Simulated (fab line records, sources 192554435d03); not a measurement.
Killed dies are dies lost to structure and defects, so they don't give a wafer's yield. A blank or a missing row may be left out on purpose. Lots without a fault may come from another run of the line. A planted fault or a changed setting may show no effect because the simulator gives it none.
fab line records | flow n5_finfet
record lots=7 wafers=21
route steps=1938 shown SD_EPI_N@292 SD_EPI_P@321 SD_ACTIVATION@330 ILD0@338 SDB@350 HKMG_FIN@403 GATE_CUT@477
start_h: hours from the record's first day to the start of the lot's first wafer shown | wait_h: hours since the lot's step before | " the same as in the row above | L1.1+2: a row that stands for several wafers | - no value, or no start given | * or withheld: withheld | < > ~ a bound
route shown NAME@n: a module of which the file shows steps, and the number in the route of the first | usual: mean/standard deviation of fault-free wafers | same: alike in all rows | chamber/n: place in a boat | sites: the reading at each site | _std_site: their standard deviation | _edge_site: outer sites' mean less inner sites' | radius_mm: how far each site lies from the wafer's centre | mask NAME#n: copy n | behind: the tool/chamber that last shaped the wafer | hold: why the lot was held/for how many hours/how that ended | device: the transistor (n, p or np) that didn't switch | end of line: the same wafers' tests at the end of the route | a step without rows: its recipe alone | killed: dies lost to structure and defects at the first sort, not the wafer's yield | map: a wafer's dies, x killed, . not, _ none there
set.NAME: the setting as run; set.NAME@STEP: as run at that earlier step | model.NAME: the simulator's own value behind a step, which no gauge read
lots whose settings were changed on purpose; a table a step, a row a wafer
## steps
# step N5_SD_EPI_N_PRECLEAN_49
# recipe chemistry=NF3:NH3 afs_cycles=1 temp_c=30 time_s=20 sublimation_temp_c=180 sublimation_time_s=60 pressure_torr=3 rf_power_w=30
# columns lot.wafer tool chamber start_h wait_h set.temp_c
L074.3+4+5 remote_plasma-02 1 51.36 0.1 30
L075.1+2 remote_plasma-02 0 56.53 0.0 30
L075.3 " 0 " " 29.03
L082.2+4+6 remote_plasma-01 0 98.77 0.1 30
L089.1+4 remote_plasma-01 1 144.46 0.0 30
L089.3 " 1 " " 27.75
L093.3+4 remote_plasma-01 0 169.98 0.1 26.94
L093.6 " 0 " " 30
L094.2+3+4 remote_plasma-01 1 172.89 0.1 30
L096.2+4+5 remote_plasma-01 0 184.36 0.1 28.96
# step N5_SD_EPI_N_LINER_46
# recipe material=SiNx target_thk_a=30 temp_c=400 ald_precursor_family=SiH2I2 ald_co_reactant=N2/H2-plasma pressure_torr=2
# step N5_SD_EPI_P_EPI_21
# recipe material=SiGe:B dopant=B temp_c=550 pressure_torr=20 ambient=H2 time_s=355
# step N5_SD_EPI_P_HM_STRIP_48
# recipe chemistry=H3PO4 temp_c=160 material=SiNx target=SiNx target_depth_a=30 overetch_fraction=0.3
# columns lot.wafer tool chamber start_h wait_h set.temp_c@SD_EPI_N_EPI_21 model.Si-P_of_SD_EPI_N_EPI_21.thk_nm
L074.3 wet_bench-01 1 55.82 0.0 680 57.6
L074.4 " 3 " " 680 58
L074.5 " 2 " " 680 57.8
L075.1 wet_bench-06 4 62.16 0.0 680 59.2
L075.2 " 6 " " 680 59
L075.3 " 0 " " 675.3 55
L082.2 wet_bench-01 3 103.49 0.0 678.4 57.2
L082.4 " 4 " " 680 58.8
L082.6 " 6 " " 680 59.4
L089.1+4 wet_bench-01 5,6 148.98 0.0 680 58
L089.3 " 4 " " 675.8 54.4
L093.3 wet_bench-01 4 174.33 0.0 683.5 62.6
L093.4 " 5 " " 680 59
L093.6 " 3 " " 683.5 61.4
L094.2 wet_bench-03 6 177.39 0.0 680 58.8
L094.3 " 5 " " 680 58.4
L094.4 " 0 " " 680 57.6
L096.2+4 wet_bench-06 7,5 189.60 0.0 680 58.4
L096.5 " 6 " " 680 58.6
# step N5_SD_EPI_P_SRD_49
# recipe dry=ipa_marangoni time_s=30 temp_c=23 rinse_liquid=diw
# step N5_SD_EPI_P_PRECLEAN_24
# recipe chemistry=O3/DIW time_s=45 temp_c=22 o3_ppm=10
# step N5_SD_ACTIVATION_RTA_00
# recipe temp_c=975 time_s=0 ambient=N2 idle_temp_c=600 ramp_up_c_per_s=150 ramp_down_c_per_s=60 cool_to_c=600
# step N5_SD_ACTIVATION_LSA_01
# recipe temp_c=1080 time_s=0.0008 ambient=N2
# step N5_SD_ACTIVATION_RS_MEAS_03
# recipe thk_meas_gauge=four-point-probe
# usual RS_SD_N=21.86/0.3 RS_SD_P=56.1/0.85
# columns lot.wafer tool chamber start_h wait_h set.temp_c@SD_EPI_N_EPI_21 RS_SD_N[ohm/sq] RS_SD_P[ohm/sq]
L074.3 film_metro-02 - 56.56 0.2 680 22.21 55.6
L074.4 " - " " 680 22.07 55.1
L074.5 " - " " 680 22.08 55.0
L075.1 film_metro-02 - 62.72 0.2 680 21.53 56.7
L075.2 " - " " 680 21.67 57.4
L075.3 " - " " 675.3 23.21 56.0
L082.2 film_metro-01 - 104.11 0.2 678.4 22.08 56.2
L082.4 " - " " 680 21.71 56.3
L082.6 " - " " 680 21.47 56.2
L089.1 film_metro-01 - 149.55 0.2 680 22.21 57.3
L089.3 " - " " 675.8 23.57 55.9
L089.4 " - " " 680 22.08 56.2
L093.3 film_metro-02 - 174.94 0.2 683.5 20.50 55.1
L093.4 " - " " 680 21.67 56.6
L093.6 " - " " 683.5 20.95 56.6
L094.2 film_metro-02 - 178.10 0.2 680 21.87 56.9
L094.3 " - " " 680 21.92 56.5
L094.4 " - " " 680 22.28 57.2
L096.2 film_metro-02 - 190.19 0.2 680 21.96 55.2
L096.4 " - " " 680 22.06 55.2
L096.5 " - " " 680 22.04 54.9
# step N5_ILD0_CMP_03
# recipe stop_on=SiNx t_overpolish_s=1.9 post_cmp_clean=alkaline_brush down_force_psi=4.1491 platen_rpm=51.796 pad_velocity_m_s=1.0306 target_thk_nm=197.38
# usual time_to_endpoint_s=70/3.6
# columns lot.wafer tool chamber start_h wait_h set.down_force_psi time_to_endpoint_s
L074.4 cmp-03 0 59.62 0.1 4.1491 75
L074.3 " 1 " " 4.1491 73
L074.5 " 2 " " 4.1491 78
L075.1 cmp-01 2 65.50 0.1 4.1491 65
L075.2 " 3 " " 3.901 68
L075.3 " 0 " " 3.901 70
L082.2 cmp-01 3 106.81 0.0 3.347 86
L082.4 " 1 " " 4.1491 66
L082.6 " 3 " " 3.347 88
L089.1 cmp-01 0 152.46 0.2 4.1491 70
L089.3 " 2 " " 4.1491 69
L089.4 " 3 " " 4.1491 69
L093.4 cmp-04 2 177.66 0.1 4.591 62
L093.3 " 3 " " 4.591 61
L093.6 " 2 " " 4.1491 69
L094.2 cmp-01 0 180.81 0.0 3.597 84
L094.3 " 1 " " 4.1491 75
L094.4 " 3 " " 3.597 84
L096.4 cmp-04 1 193.27 0.0 3.636 78
L096.2 " 3 " " 4.1491 67
L096.5 " 1 " " 4.1491 72
# step N5_SDB_COAT_05
# recipe resist=CAR-ArF spin_rpm=1500 resist_thk_nm=90
# columns lot.wafer tool chamber start_h wait_h set.spin_rpm model.CAR-ArF_of_SDB_COAT_05.thk_nm
L074.3 litho_track-01 0 - - 1500 90.4
L074.4 " 0 " " 1500 90.6
L074.5 " 0 " " 1500 90.2
L075.1 litho_track-03 0 - - 1385 93.8
L075.2 " 0 " " 1500 89.6
L075.3 " 0 " " 1385 93.2
L082.2+4 litho_track-01 0 - - 1500 90
L082.6 " 0 " " 1432 92
L089.1+3 litho_track-01 0 - - 1500 90
L089.4 " 0 " " 1500 89.8
L093.3 litho_track-01 0 - - 1667 85.2
L093.4 " 0 " " 1500 90
L093.6 " 0 " " 1667 85.6
L094.2+4 litho_track-03 0 - - 1500 89.6
L094.3 " 0 " " 1500 90
L096.2 litho_track-03 0 - - 1500 90.4
L096.4 " 0 " " 1500 90
L096.5 " 0 " " 1500 89.8
# step N5_SDB_EBR_07
# recipe solvent=PGMEA ebr_width_mm=1.5
# step N5_SDB_SOFTBAKE_06
# recipe temp_c=110 time_s=60 resist=CAR-ArF
# step N5_SDB_DESCUM_16
# recipe chemistry=O2 time_s=7.9 source_power_w=50 bias_power_w=20 pressure_mtorr=20 rf_frequency_hz=2.712e+07 temp_c=40 resist=CAR-ArF o2_flow_sccm=225
# step N5_SDB_ETCH_17
# recipe chemistry=CF4 target=SiARC target_depth_a=234 mask_material=CAR-ArF time_s=39 ion_energy_ev=80 pressure_mtorr=40 source_w=545 bias_w=36 Ar_flow_sccm=100 cf4_flow_sccm=100 ends=cleared
# columns lot.wafer tool chamber start_h wait_h set.spin_rpm@SDB_COAT_05 model.CAR-ArF_of_SDB_COAT_05.thk_nm
L074.3+4 rie_diel-03 2,0 63.93 0.0 1500 67.2
L074.5 " 2 " " 1500 67
L075.1 rie_diel-04 3 69.80 0.0 1385 70.6
L075.2 " 1 " " 1500 66.4
L075.3 " 2 " " 1385 70
L082.2 rie_diel-04 0 111.33 0.0 1500 66.6
L082.4 " 3 " " 1500 66.8
L082.6 " 0 " " 1432 68.8
L089.1+3 rie_diel-04 2,0 157.22 0.0 1500 66.8
L089.4 " 3 " " 1500 66.6
L093.3 rie_diel-04 2 182.52 0.0 1667 62
L093.4 " 3 " " 1500 66.8
L093.6 " 0 " " 1667 62.2
L094.2+4 rie_diel-03 1,3 185.28 0.0 1500 66.4
L094.3 " 2 " " 1500 66.6
L096.2 rie_diel-01 3 197.84 0.0 1500 67
L096.4 " 2 " " 1500 66.8
L096.5 " 0 " " 1500 66.6
# step N5_HKMG_FIN_ETCH_55
# recipe chemistry=N2/H2 target=SOC target_depth_a=2400 temp_c=40 time_s=300 ion_energy_ev=200 mask_material=SiARC pressure_mtorr=30 source_w=840 bias_w=150 n2_flow_sccm=200 h2_flow_sccm=200
# usual rf_vpp_V=524.4/2.7
# columns lot.wafer tool chamber start_h wait_h set.bias_w rf_vpp_V model.SiARC_of_HKMG_FIN_COAT_42.thk_nm
L074.3 rie_diel-01 0 69.61 0.0 150 521.9 21
L074.4 " 0 " " 150 523.0 20.8
L074.5 " 1 " " 150 523.6 21.2
L075.1 rie_diel-03 0 75.36 0.0 150 522.1 21.2
L075.2 " 1 " " 150 523.1 21.4
L075.3 " 2 " " 150 527.0 21.2
L082.2 rie_diel-04 3 117.18 0.0 150 528.7 21
L082.4 " 2 " " 131 484.8 23.6
L082.6 " 2 " " 150 528.4 21.4
L089.1 rie_diel-04 2 163.47 0.0 150 525.6 21.4
L089.3 " 0 " " 150 521.4 21
L089.4 " 0 " " 150 522.3 20.8
L093.3 rie_diel-03 3 188.10 0.0 150 521.1 21.2
L093.4 " 2 " " 150 526.3 21.4
L093.6 " 2 " " 150 526.2 21.4
L094.2 rie_diel-04 0 191.29 0.0 167.8 561.0 18.8
L094.3 " 2 " " 167.8 565.3 19.6
L094.4 " 1 " " 150 528.1 21.2
L096.2 rie_diel-04 0 203.39 0.0 150 521.3 20.6
L096.4 " 3 " " 150 528.2 21.2
L096.5 " 1 " " 150 526.9 21
# step N5_HKMG_FIN_EXPOSE_09
# recipe mask_id=NWFM na=1.35 source_shape=conventional sigma_outer=0.8 polarization=unpolarized dose_mj=39.25
# columns lot.wafer tool chamber start_h wait_h mask set.dose_mj
L074.3+4+5 arfi_scanner-03 0 72.58 - NWFM#0 39.25
L075.1 arfi_scanner-02 0 78.43 - NWFM#0 39.25
L075.2+3 " 0 " " NWFM#0 42.1
L082.2+6 arfi_scanner-01 0 120.25 - NWFM#0 41.3
L082.4 " 0 " " NWFM#0 39.25
L089.1+3+4 arfi_scanner-01 0 166.69 - NWFM#0 39.25
L093.3 arfi_scanner-02 0 191.26 - NWFM#0 39.25
L093.4+6 " 0 " " NWFM#0 40.43
L094.2 arfi_scanner-02 0 194.28 - NWFM#0 39.25
L094.3+4 " 0 " " NWFM#0 36.43
L096.2+4 arfi_scanner-02 0 206.46 - NWFM#0 41.95
L096.5 " 0 " " NWFM#0 39.25
# step N5_HKMG_FIN_PEB_10
# recipe peb_temp_c=withheld peb_time_s=60 resist=CAR-ArF
# step N5_HKMG_FIN_DEVELOP_11
# recipe develop_time_s=30 developer=TMAH resist=CAR-ArF dev_temp_c=23 rinse_liquid=diw dry=air_spin
# step N5_HKMG_FIN_CD_MEAS_12
# recipe target_cd_nm=92.8 landing_energy_ev=500 detector=se_inlens
# usual cd_nm=92.6/0.46
# columns lot.wafer tool chamber start_h wait_h set.dose_mj@HKMG_FIN_EXPOSE_09 cd_nm
L074.3 cd_sem-01 0 72.70 - 39.25 92.8
L074.4 " 0 " " 39.25 93.0
L074.5 " 0 " " 39.25 93.0
L075.1 cd_sem-03 0 78.56 - 39.25 91.8
L075.2 " 0 " " 42.1 97.3
L075.3 " 0 " " 42.1 97.3
L082.2 cd_sem-01 0 120.37 - 41.3 95.8
L082.4 " 0 " " 39.25 92.8
L082.6 " 0 " " 41.3 96.2
L089.1 cd_sem-02 0 166.81 - 39.25 92.7
L089.3 " 0 " " 39.25 93.4
L089.4 " 0 " " 39.25 92.4
L093.3 cd_sem-01 0 191.38 - 39.25 93.5
L093.4 " 0 " " 40.43 94.8
L093.6 " 0 " " 40.43 94.9
L094.2 cd_sem-01 0 194.40 - 39.25 92.6
L094.3 " 0 " " 36.43 87.8
L094.4 " 0 " " 36.43 87.6
L096.2 cd_sem-01 0 206.58 - 41.95 97.0
L096.4 " 0 " " 41.95 96.9
L096.5 " 0 " " 39.25 92.5
# step N5_GATE_CUT_HM_DEP_46
# recipe material=SiO2 target_thk_a=1300 temp_c=400 precursor=TEOS/O2 pressure_torr=6.5 rf_w=900 teos_flow_sccm=161.4 gas=O2 flow_sccm=2650 time_s=26.6
# columns lot.wafer tool chamber start_h wait_h set.time_s model.SiO2_of_GATE_CUT_HM_DEP_46.thk_nm
L074.3 pecvd-04 0 80.76 0.0 26.6 127.2
L074.4 " 2 " " 26.6 128.6
L074.5 " 0 " " 26.6 128
L075.1 pecvd-02 1 87.12 0.0 26.6 127.2
L075.2 " 2 " " 26.6 128.4
L075.3 " 0 " " 26.6 129.4
L082.2 pecvd-02 0 128.25 0.0 26.6 130
L082.4 " 0 " " 26.6 130.8
L082.6 " 1 " " 28.49 139.6
L089.1 pecvd-01 0 174.92 0.0 26.6 128.2
L089.3 " 1 " " 26.6 130.2
L089.4 " 0 " " 30.32 147.8
L093.3 pecvd-01 0 199.37 0.0 28.58 138.4
L093.4 " 1 " " 26.6 131.8
L093.6 " 0 " " 26.6 130.6
L094.2 pecvd-01 0 202.20 0.0 26.6 129.6
L094.3 " 1 " " 22.64 111
L094.4 " 2 " " 26.6 132
L096.2 pecvd-01 1 214.70 0.0 26.6 127.6
L096.4 " 0 " " 28.94 140
L096.5 " 1 " " 28.94 142.8
## key
split step=N5_SD_EPI_N_PRECLEAN_49 setting=temp_c stated=30 by=wafer
response none clear
split step=N5_ILD0_CMP_03 setting=down_force_psi stated=4.1491 by=wafer
response step=N5_ILD0_CMP_03 reading=time_to_endpoint_s change=* per=1% r=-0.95
split step=N5_SDB_COAT_05 setting=spin_rpm stated=1500 by=wafer
response step=N5_SDB_COAT_05 reading=model.CAR-ArF_of_SDB_COAT_05.thk_nm change=-0.444 per=1% r=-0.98
response step=N5_SDB_ETCH_17 reading=model.CAR-ArF_of_SDB_COAT_05.thk_nm change=-0.451 per=1% r=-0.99
split step=N5_HKMG_FIN_ETCH_55 setting=bias_w stated=150 by=wafer
response step=N5_HKMG_FIN_ETCH_55 reading=rf_vpp_V change=+3.22 per=1% r=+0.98
response step=N5_HKMG_FIN_ETCH_55 reading=model.SiARC_of_HKMG_FIN_COAT_42.thk_nm change=-0.18 per=1% r=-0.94
split step=N5_HKMG_FIN_EXPOSE_09 setting=dose_mj stated=39.25 by=wafer
response step=N5_HKMG_FIN_CD_MEAS_12 reading=cd_nm change=+0.678 per=1% r=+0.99
split step=N5_GATE_CUT_HM_DEP_46 setting=time_s stated=26.6 by=wafer
response step=N5_GATE_CUT_HM_DEP_46 reading=model.SiO2_of_GATE_CUT_HM_DEP_46.thk_nm change=+1.32 per=1% r=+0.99
split outside_this_file step=N5_SD_EPI_N_EPI_21 setting=temp_c
# split outside_this_file: this setting was split too, and the file shows its column; the key of that split is in another file
